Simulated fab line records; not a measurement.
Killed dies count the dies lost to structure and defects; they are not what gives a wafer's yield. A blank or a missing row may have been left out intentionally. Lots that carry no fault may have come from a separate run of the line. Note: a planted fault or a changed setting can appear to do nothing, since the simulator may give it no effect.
Problem report in the 8D (eight disciplines) form, filled by code    flow n5-finfet    the parts of the form that need people (team, actions taken, sign-off) are left out

## 1. THE ISSUE
Mean of killed-at-other at N5_PASSIVATION_PROBE_49: 1084 across 6 wafers in 2 lots; on wafers with no fault it is 4 (standard deviation 3.1). That is +99 or more standard deviations from the usual mean.
The first sign was on wafer L387.1 at day 16 17:55, on prober-01. At this step, 6 wafers from 2 lots have a number in the record. Rule for "out", or "out of limits": more than 4 standard deviations from the usual mean. Any other wafer with a number is counted as sound.

## 2. WHAT IT IS, WHAT IT ISN'T
question                     is                                                                                                                   is not
which readings at this step  killed-at-other, defect-limited-yield, killed-dies, killed-on-rim, sort_bin_5_function, sort-n-pass, sort-yield-pct  killed_at_M0_to_M3, killed_at_M4_up, killed-at-contacts, killed-at-front-end, killed-open, killed-short, sort_bin_4_leakage, sort_bin_6_memory, sort_bin_8_speed
which lots                   L386, L387                                                                                                           -
which wafers of those lots   all that have a number                                                                                               -
read on which tools          prober-01                                                                                                            -
when                         from day 16 17:55                                                                                                    up to then (0 sound wafers)

## 3. WHAT RULES OUT EACH SUSPECT
Counting: a tool stays on the suspect list if, at a process step up to the reading, it processed all lots that are out and no sound lot following the first of them.
- rie-diel-04 at N5_MIM_BOT_LITHO_DESCUM_10 (chemistry O2, time 7.9 s): kept. It ran every lot that is out, first L387 (day 16 09:13), and no sound lot after that.
- rie-diel-04 at N5_MIM_BOT_ETCH_ETCH_04 (etches SiNx in CF4/O2, target depth 26 nm, time 13 s): kept. It ran every lot that is out, first L387 (day 16 09:17), and no sound lot after that.
- prober-01 at N5_PASSIVATION_PROBE_49: kept. It ran every lot that is out, first L387 (day 16 17:55), and no sound lot after that. On those wafers its own readings are out: defect-limited-yield, killed-at-other, killed-dies, killed-on-rim, sort_bin_5_function, sort-n-pass, sort-yield-pct.
Left after counting: rie-diel-04 at N5_MIM_BOT_LITHO_DESCUM_10, rie-diel-04 at N5_MIM_BOT_ETCH_ETCH_04, prober-01 at N5_PASSIVATION_PROBE_49.

## 4. THE CAUSE (what the simulator had put in)
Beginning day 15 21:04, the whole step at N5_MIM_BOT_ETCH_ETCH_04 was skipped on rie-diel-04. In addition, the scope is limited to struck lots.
Counting leaves 3 suspects; this tool is one of them.

## 5. THE EFFECT CHAIN, in route order
Rows list readings where the struck wafers' mean (over those with a number) sits beyond 3 standard deviations from the usual. Readings are gone through only where the record gives a usual standard deviation; hours: the median, over the lots, of the time from a lot's start at the first step in this table giving one to that lot's start at this step; sigmas: the change measured in usual standard deviations.
hours  step                     reading               usual   on struck wafers  change  sigmas
0      N5_PASSIVATION_PROBE_49  defect-limited-yield  91.1 %  0.0               -91.1   -61
0      N5_PASSIVATION_PROBE_49  killed-at-other       4       1084              +1080   +99 or more
0      N5_PASSIVATION_PROBE_49  killed-dies           105     1180              +1075   +60
0      N5_PASSIVATION_PROBE_49  killed-on-rim         14      152               +138    +36
0      N5_PASSIVATION_PROBE_49  sort_bin_5_function   5.1 %   96.5              +91.4   +99 or more
0      N5_PASSIVATION_PROBE_49  sort-n-pass           1075    0                 -1075   -60
0      N5_PASSIVATION_PROBE_49  sort-yield-pct        91.1 %  0.0               -91.1   -61
Process steps it contains:
- N5_PASSIVATION_PROBE_49
Readings that are blank on the struck wafers while sound wafers have them: O2_flow_sccm at N5_MIM_BOT_ETCH_ETCH_04; bias-w at N5_MIM_BOT_ETCH_ETCH_04; drypump-motor-current-A at N5_MIM_BOT_ETCH_ETCH_04; mfc-ar-sccm at N5_MIM_BOT_ETCH_ETCH_04; oes-product-au at N5_MIM_BOT_ETCH_ETCH_04; rf-vpp-V at N5_MIM_BOT_ETCH_ETCH_04; showerhead-plenum-p-Torr at N5_MIM_BOT_ETCH_ETCH_04; throttle-valve-pct at N5_MIM_BOT_ETCH_ETCH_04.

## 6. WHAT WOULD HAVE CAUGHT IT SOONER
In this record the first reading out of limits was taken at day 16 17:55, 21 hours after the fault began at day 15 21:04.
At N5_MIM_BOT_ETCH_ETCH_04 the tool's readings are blank on the struck wafers, where sound wafers have them: an empty tool record is the first sign, and it was there at once.
By day 16 17:55, every lot that is out (2) had started N5_MIM_BOT_ETCH_ETCH_04 on rie-diel-04. Holding the tool at that point would not have protected any of them.
